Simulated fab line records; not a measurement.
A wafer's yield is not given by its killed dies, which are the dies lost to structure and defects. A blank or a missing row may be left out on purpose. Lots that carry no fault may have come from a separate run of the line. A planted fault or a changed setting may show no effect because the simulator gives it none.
fab line records | flow n5-finfet
record: lots: 5 wafers: 15 last-day: 17
route steps=1938 shown MIM_BOT_LITHO@1856 MIM_BOT_ETCH@1866
lots that met no fault: from a run of the same line without faults
start-h: hours from the record's opening day to when the first of the lot's shown wafers began | wait-h: how many hours have passed since the lot's step before this one | " unchanged from the row above | L1.1+2: a row that stands for several wafers | - value missing, or start not given | * or withheld: withheld | < > ~ a bound
route shown NAME@n: a module of which the file shows steps, and the number in the route of the first | usual: mean/standard deviation taken from wafers without a fault | same: alike in all rows | chamber/n: place in a boat | sites: the reading at each site | _std_site: their standard deviation | _edge_site: mean of outer sites minus mean of inner sites | radius-mm: how far each site lies from the wafer's centre | mask NAME#n: copy n | behind: tool/chamber where the wafer was last shaped | hold: why the lot was held/for how many hours/how that ended | device: the n, p or np transistor that did not switch | end of line: at the end of the route, the tests of the same wafers | step lacking rows: just its recipe | killed: not the wafer's yield, but the dies lost to structure and defects at the first sort | map: a wafer's dies, x killed, . not, _ none there
set.NAME: the run value of the setting; set.NAME@STEP: its run value at that earlier step | model.NAME: the simulator's own value behind a step, which no gauge read
lots at selected steps of the route; one table per step, one row per wafer
services: when a tool's chamber went out of use (start-h, in hours from the record's first day, below 0 if earlier), for how many hours, and the reason
== steps ==
step: N5_MIM_BOT_LITHO_EBR_04
recipe: solvent: PGMEA ebr-width-mm: 1.5
step: N5_MIM_BOT_LITHO_SOFTBAKE_03
recipe: temp-c: 100 time-s: 90
step: N5_MIM_BOT_LITHO_EXPOSE_05
recipe: mask-id: MIM_BOT na: 0.55 source-shape: conventional sigma-outer: 0.8 polarization: unpolarized dose-mj: 24.25
step: N5_MIM_BOT_LITHO_PEB_06
recipe: peb-temp-c: withheld peb-time-s: *
step: N5_MIM_BOT_LITHO_DEVELOP_07
recipe: develop-time-s: 60 rinse-liquid: diw dry: air-spin dev-temp-c: 21
step: N5_MIM_BOT_LITHO_HARDBAKE_09
recipe: temp-c: 130 time-s: 120
step: N5_MIM_BOT_LITHO_CD_MEAS_08
recipe: target-cd-nm: 3000 landing-energy-ev: 500 detector: se-inlens polarity: opening
usual: cd-nm: 2999.8/1.7
columns lot.wafer tool chamber start-h wait-h cd-nm
L961.1 cd-sem-01 0 314.42 - 3000.6
L961.3 " 0 " " 2997.8
L961.4 " 0 " " 2999.0
L966.1 cd-sem-01 0 336.54 - 3001.9
L966.2 " 0 " " 3002.3
L966.6 " 0 " " 3002.6
L970.1 cd-sem-03 0 356.19 - 2999.4
L970.3 " 0 " " 2998.3
L970.5 " 0 " " 3001.9
L972.1 cd-sem-01 0 384.90 - 2999.4
L972.2 " 0 " " 3000.4
L972.3 " 0 " " 2998.2
L974.1 cd-sem-03 0 400.10 - 2999.5
L974.3 " 0 " " 3000.9
L974.5 " 0 " " 3001.7
step: N5_MIM_BOT_LITHO_OVL_MEAS_11
recipe: points-per-wafer: 44
usual: MIM_BOT_OVL: 1/5.3
columns lot.wafer tool chamber start-h wait-h MIM_BOT_OVL[nm]
L961.1 overlay-02 0 314.45 0.0 6
L961.3 " 0 " " 5
L961.4 " 0 " " 11
L966.1 overlay-02 0 336.57 0.0 -6
L966.2 " 0 " " -4
L966.6 " 0 " " -1
L970.1 overlay-01 0 356.22 0.0 11
L970.3 " 0 " " 0
L970.5 " 0 " " 4
L972.1 overlay-02 0 384.93 0.0 -1
L972.2 " 0 " " 2
L972.3 " 0 " " 6
L974.1 overlay-01 0 400.14 0.0 -3
L974.3 " 0 " " 1
L974.5 " 0 " " 2
step: N5_MIM_BOT_LITHO_INSPECT_12
recipe: mode: adi inspect-instrument: macro
usual: raw-defect-count: 2.1/1.5
columns lot.wafer tool chamber start-h wait-h raw-defect-count
L961.1 defect-inspect-01 - 314.47 0.0 2
L961.3 " - " " 0
L961.4 " - " " 1
L966.1 defect-inspect-01 - 336.60 0.0 3
L966.2 " - " " 2
L966.6 " - " " 1
L970.1 defect-inspect-01 - 356.25 0.0 2
L970.3 " - " " 1
L970.5 " - " " 2
L972.1 defect-inspect-02 - 384.95 0.0 2
L972.2 " - " " 3
L972.3 " - " " 0
L974.1 defect-inspect-01 - 400.16 0.0 2
L974.3 " - " " 1
L974.5 " - " " 4
step: N5_MIM_BOT_LITHO_DESCUM_10
recipe: chemistry: O2 time-s: 7.9 source-power-w: 50 bias-power-w: 20 pressure-mtorr: 20 rf-frequency-hz: 2.712e+07 temp-c: 40 o2-flow-sccm: 225
usual: drypump-motor-current-A: 6.0/0.5 o2-flow-sccm: 225.0/0.73 oes-product-au: 0.81/0.083 rf-vpp-V: 244.0/1.4 showerhead-plenum-p-Torr: 2.14/0.075 throttle-valve-pct: 20.3/0.32
columns lot.wafer tool chamber start-h wait-h drypump-motor-current-A o2-flow-sccm oes-product-au rf-hours-counter-h rf-vpp-V showerhead-plenum-p-Torr throttle-valve-pct
L961.1 rie-diel-02 2 314.51 0.0 5.7 224.4 0.77 131 242.2 2.09 20.4
L961.3 " 1 " " 6.5 225.1 0.85 67 246.4 2.20 20.0
L961.4 " 2 " " 5.7 225.4 0.76 - 243.4 2.09 20.4
L966.1 rie-diel-05 3 337.02 0.4 6.2 226.8 0.88 35 244.8 2.24 20.3
L966.2 " 1 " " 6.5 225.2 0.95 5 244.8 2.04 19.6
L966.6 " 0 " " 5.6 225.5 0.89 - 244.3 2.14 20.6
L970.1 rie-diel-02 2 356.57 0.3 5.7 224.7 0.76 145 242.8 2.08 20.4
L970.3 " 1 " " 6.5 226.1 0.83 85 245.6 2.19 20.0
L970.5 " 3 " " 6.0 225.9 0.84 - 246.0 2.22 20.6
L972.1 rie-diel-02 1 385.01 0.1 6.5 225.4 0.82 94 245.4 2.19 20.0
L972.2 " 0 " " 6.2 224.7 0.90 12 245.0 2.13 19.7
L972.3 " 3 " " 6.0 225.2 0.83 99 245.8 2.22 20.7
L974.1 rie-diel-05 0 400.19 0.0 5.6 223.9 0.86 68 243.7 2.13 20.6
L974.3 " 2 " " 5.6 225.7 0.93 11 244.5 2.14 20.4
L974.5 " 0 " " 5.6 225.7 0.86 - 245.0 2.13 20.6
step: N5_MIM_BOT_ETCH_ETCH_04
recipe: chemistry: CF4/O2 target: SiNx target-depth-a: 260 time-s: 13 ion-energy-ev: 100 pressure-mtorr: 40 source-w: 535 bias-w: 49 Ar_flow_sccm: 100 cf4-flow-sccm: 100 O2_flow_sccm: 10
usual: O2_flow_sccm: 9.999/0.029 cf4-flow-sccm: 100.0/0.3 drypump-motor-current-A: 5.9/0.5 mfc-ar-sccm: 99.94/0.28 oes_ar_750_au: 0.81/0.081 oes-product-au: 0.81/0.084 rf-vpp-V: 242/4.2 showerhead-plenum-p-Torr: 2.26/0.07 throttle-valve-pct: 15.90/0.26
columns lot.wafer tool chamber start-h wait-h O2_flow_sccm cf4-flow-sccm drypump-motor-current-A mfc-ar-sccm oes_ar_750_au oes-product-au rf-hours-counter-h rf-vpp-V showerhead-plenum-p-Torr throttle-valve-pct
L961.1 rie-diel-02 2 314.57 0.0 9.983 99.6 5.7 99.84 0.77 0.77 131 243 2.20 15.97
L961.3 " 1 " " 10.003 100.3 6.5 99.92 0.83 0.84 67 244 2.33 15.70
L961.4 " 2 " " 9.965 99.5 5.7 100.11 0.76 0.78 - 244 2.20 15.97
L966.1 rie-diel-05 3 337.08 0.0 10.032 99.7 6.2 100.23 0.90 0.89 35 234 2.34 15.66
L966.2 " 1 " " 9.999 99.9 6.5 100.38 0.94 0.95 5 244 2.16 15.27
L966.6 " 0 " " 9.971 100.2 5.6 100.28 0.88 0.89 - 246 2.25 15.99
L970.1 rie-diel-02 2 356.64 0.0 9.984 100.0 5.7 100.38 0.74 0.75 145 244 2.19 16.00
L970.3 " 1 " " 10.028 99.4 6.5 99.65 0.81 0.82 85 244 2.32 15.74
L970.5 " 3 " " 9.985 99.9 6.0 99.68 0.83 0.84 - 236 2.33 16.13
L972.1 rie-diel-02 1 385.08 0.0 10.026 99.5 6.5 99.92 0.81 0.82 94 244 2.32 15.77
L972.2 " 0 " " 9.971 100.0 6.2 99.59 0.91 0.91 12 246 2.26 15.38
L972.3 " 3 " " 10.045 100.1 6.0 100.26 0.82 0.83 99 237 2.33 16.15
L974.1 rie-diel-05 0 400.26 0.0 9.994 100.1 5.6 99.41 0.85 0.87 68 248 2.24 16.02
L974.3 " 2 " " 10.048 100.2 5.6 100.10 0.93 0.91 11 238 2.26 15.83
L974.5 " 0 " " 10.002 100.1 5.6 99.39 0.85 0.87 - 246 2.24 16.05
step: N5_MIM_BOT_ETCH_ETCH_03
recipe: chemistry: Cl2/BCl3 target-depth-a: 120 pressure-mtorr: 8 icp-w: 800 bias-w: 100 Cl2_flow_sccm: 20 bcl3-flow-sccm: 80
usual: bcl3-flow-sccm: 80.00/0.23 drypump-motor-current-A: 5.6/0.42 oes-product-au: 0.77/0.09 throttle-valve-pct: 27.47/0.26
columns lot.wafer tool chamber start-h wait-h bcl3-flow-sccm drypump-motor-current-A oes-product-au rf-hours-counter-h throttle-valve-pct
L961.1 rie-metal-01 0 314.66 0.1 79.93 5.9 0.75 51 27.10
L961.3 " 0 " " 79.87 5.9 0.75 - 27.09
L961.4 " 1 " " 80.02 5.8 0.68 - 27.27
L966.1 rie-metal-02 0 337.17 0.1 80.57 5.2 0.86 16 27.60
L966.2 " 1 " " 80.05 5.5 0.81 25 27.68
L966.6 " 1 " " 80.12 5.5 0.81 - 27.66
L970.1 rie-metal-03 0 356.73 0.1 80.00 6.0 0.68 83 27.58
L970.3 " 0 " " 79.82 6.0 0.68 - 27.57
L970.5 " 1 " " 79.55 4.9 0.83 - 27.79
L972.1 rie-metal-01 1 385.17 0.1 80.09 5.8 1.01 0 27.33
L972.2 " 0 " " 80.26 5.9 0.72 59 27.11
L972.3 " 0 " " 80.16 5.9 0.72 - 27.12
L974.1 rie-metal-01 0 400.35 0.1 80.22 5.9 0.72 59 27.13
L974.3 " 0 " " 80.16 5.9 0.72 - 27.11
L974.5 " 0 " " 80.36 5.9 0.73 - 27.10
step: N5_MIM_BOT_ETCH_ETCH_00
recipe: chemistry: Cl2/BCl3 target: TiN target-depth-a: 455 ion-energy-ev: 150 pressure-mtorr: 10 icp-w: 1000 bias-w: 126 Cl2_flow_sccm: 53.25 bcl3-flow-sccm: 21.75 Ar_flow_sccm: 25
usual: bcl3-flow-sccm: 21.76/0.068 drypump-motor-current-A: 5.6/0.41 mfc-ar-sccm: 24.99/0.08 oes_ar_750_au: 0.77/0.088 oes-product-au: 0.77/0.091 throttle-valve-pct: 21.84/0.22
columns lot.wafer tool chamber start-h wait-h bcl3-flow-sccm drypump-motor-current-A mfc-ar-sccm oes_ar_750_au oes-product-au rf-hours-counter-h throttle-valve-pct model.etch.depth-nm model.coat_of_MIM_BOT_LITHO_COAT_02.thk-nm model.MIM_BOT_ETCH.cd-offset-nm
L961.1 rie-metal-01 0 314.75 0.1 21.86 5.9 24.90 0.76 0.98 51 21.03 68.34 * -1
L961.3 " 0 " " 21.72 5.9 24.96 0.75 0.74 - 21.48 45.06 * 0.2
L961.4 " 1 " " 21.75 5.8 25.12 0.67 0.67 - 21.81 46.38 * -0.4
L966.1 rie-metal-02 0 337.26 0.1 21.74 5.2 24.99 0.85 0.87 16 21.82 47.31 * -0.6
L966.2 " 1 " " 21.76 5.5 24.94 0.85 0.82 25 22.00 46.06 * -0.4
L966.6 " 1 " " 21.71 5.5 24.96 0.85 0.81 - 21.99 45.96 * 0.2
L970.1 rie-metal-03 0 356.85 0.1 21.71 6.0 24.99 0.68 0.68 83 22.04 43.85 * -0.6
L970.3 " 0 " " 21.64 6.0 25.09 0.68 0.67 - 22.01 44.04 * -0.4
L970.5 " 1 " " 21.84 4.9 24.91 0.82 0.82 - 22.08 44.19 * -0.4
L972.1 rie-metal-01 1 385.26 0.1 21.59 5.9 24.92 1.01 1.02 0 21.72 47.13 * -0.4
L972.2 " 0 " " 21.77 5.9 24.84 0.73 0.72 59 21.50 45.04 * -0.2
L972.3 " 0 " " 21.79 5.9 24.99 0.73 0.72 - 21.51 45.03 * -0.2
L974.1 rie-metal-01 0 400.44 0.1 21.72 5.9 24.99 0.73 0.72 59 21.51 44.46 * 0
L974.3 " 0 " " 21.72 5.9 24.86 0.73 0.72 - 21.51 44.57 * -0.4
L974.5 " 0 " " 21.69 5.9 24.90 0.73 0.71 - 21.52 44.43 * 0
step: N5_MIM_BOT_ETCH_STRIP_01
recipe: chemistry: O2 power-w: 600 temp-c: 60 pressure-mtorr: 30 rf-frequency-hz: 6e+07 bias-power-w: 0 overash-fraction: 0.5 o2-flow-sccm: 225
usual: drypump-motor-current-A: 5.9/0.62 o2-flow-sccm: 225.0/0.61 oes-product-au: 0.79/0.091 rf-vpp-V: 3.6/1.3 showerhead-plenum-p-Torr: 2.12/0.087 throttle-valve-pct: 16.59/0.28
columns lot.wafer tool chamber start-h wait-h drypump-motor-current-A o2-flow-sccm oes-product-au rf-hours-counter-h rf-vpp-V showerhead-plenum-p-Torr throttle-valve-pct
L961.1 rie-diel-05 0 314.95 0.2 5.6 224.2 0.90 38 5.5 2.15 16.67
L961.3 " 2 " " 5.5 225.3 0.69 236 6.1 2.15 16.94
L961.4 " 2 " " 5.5 224.6 0.67 - 3.4 2.15 16.96
L966.1 rie-diel-01 3 337.89 0.6 5.1 225.7 0.77 108 3.1 2.01 16.37
L966.2 " 2 " " 4.9 225.7 0.67 246 2.7 1.98 16.80
L966.6 " 0 " " 6.8 225.6 0.68 - 2.6 2.07 16.88
L970.1 rie-diel-01 0 357.03 0.1 6.8 224.8 0.69 236 4.1 2.06 16.89
L970.3 " 3 " " 5.1 225.2 0.78 111 3.3 2.01 16.36
L970.5 " 1 " " 6.1 224.6 0.78 - 4.4 2.19 16.77
L972.1 rie-diel-02 0 385.40 0.1 6.2 224.7 0.91 12 3.1 2.14 15.98
L972.2 " 3 " " 6.0 225.4 0.84 99 5.3 2.22 16.83
L972.3 " 1 " " 6.5 224.8 0.83 94 6.3 2.19 16.37
L974.1 rie-diel-02 3 400.58 0.1 5.9 224.8 0.83 104 2.0 2.22 16.84
L974.3 " 0 " " 6.2 225.1 0.89 17 2.7 2.13 15.94
L974.5 " 0 " " 6.2 225.7 0.88 - 6.0 2.13 15.99
== services ==
columns tool chamber start-h hours kind
rie-diel-05 1 297.02 - clean
rie-diel-05 1 297.02 - consumable-replace:focus-ring
rie-diel-05 1 297.02 22.1 scheduled-down
rie-diel-05 1 297.02 22.1 vent-cycle
rie-diel-02 2 306.72 4.8 repair
rie-diel-02 0 313.32 - clean
rie-diel-02 0 313.32 - consumable-replace:focus-ring
rie-diel-02 0 313.32 30.2 scheduled-down
rie-diel-02 0 313.32 30.2 vent-cycle
rie-diel-02 3 317.48 4.5 repair
rie-diel-02 3 329.20 11.3 repair
rie-diel-02 2 332.84 7.0 repair
rie-metal-03 0 338.21 3.2 repair
rie-diel-01 3 344.13 12.7 repair
rie-diel-05 2 350.55 - clean
rie-diel-05 2 350.55 - consumable-replace:focus-ring
rie-diel-05 2 350.55 14.7 scheduled-down
rie-diel-05 2 350.55 14.7 vent-cycle
rie-diel-01 2 357.00 - clean
rie-metal-01 1 360.39 - clean
rie-metal-01 1 360.39 23.7 scheduled-down
rie-metal-01 1 360.39 23.7 vent-cycle
rie-diel-02 0 379.82 4.5 repair
rie-diel-05 1 389.81 22.9 repair
== key ==
first-sign: step: N5_MIM_BOT_ETCH_ETCH_00 reading: throttle-valve-pct direction: down sigmas: 3.7 usual: * struck: *
effect none on later readings
model-effect: step: N5_MIM_BOT_ETCH_ETCH_00 value: etch.depth-nm without: 44.89 struck: 68.34
met-at N5_MIM_BOT_ETCH_ETCH_00
struck-wafers L961.1
fault: kind: process-parameter-drift tool: rie-metal-01 chamber: - onset-h: 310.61 steps: N5_MIM_BOT_ETCH_ETCH_00 channel: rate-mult offset: 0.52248 shape: step end-h: 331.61 scope: struck-wafers-only
